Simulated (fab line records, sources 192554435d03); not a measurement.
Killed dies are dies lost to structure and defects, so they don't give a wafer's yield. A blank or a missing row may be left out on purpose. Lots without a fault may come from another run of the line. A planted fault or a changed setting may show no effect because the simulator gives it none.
Chamber matching | flow n5_finfet | N5_BEOL_M0_CVD_115 on cvd_co-02: 3 sister chambers
The step deposits Co from CCTBA/H2, time 120 s. 6 wafers are shown with their chamber, then 6 later ones without.

WAFERS WITH THEIR CHAMBER
wafer  | chamber | run_length_s (s)
L170.4 | 0       | 143.7
L169.5 | 2       | 143.2
L171.5 | 0       | 143.5
L171.6 | 1       | 142.7
L178.4 | 2       | 143.4
L178.6 | 1       | 143.0

WAFERS WITHOUT THEIR CHAMBER
wafer  | run_length_s (s)
L182.1 | 142.6
L182.2 | 143.0
L182.3 | 143.9
L184.2 | 142.8
L186.5 | 143.2
L188.2 | 143.1

WHICH CHAMBER EACH WENT THROUGH
wafer  | from the rows above          | in truth
L182.1 | 1                            | 1
L182.2 | can't be placed: 1 or 2      | 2
L182.3 | can't be placed: 0 or 2      | 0
L184.2 | 1                            | 1
L186.5 | can't be placed: 2 or 1 or 0 | 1
L188.2 | can't be placed: 2 or 1 or 0 | 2
Placed correctly: 2 of 6. Can't be placed from these rows: 4 (the true chamber is among the candidates in 4). Placed wrongly: 0.
How it was worked out, from the rows above alone: a wafer's distance from a chamber is the root of the sum, over the readings, of the square of ((its reading less the chamber's mean) divided by the reading's scatter). The wafer belongs to the nearest chamber; if the next one is less than 2 further off, it can't be placed. A chamber's mean is the mean of its shown wafers. The scatter: the root of (the sum of the squares of (reading less its chamber's mean) over the shown wafers, divided by (wafers less chambers)).
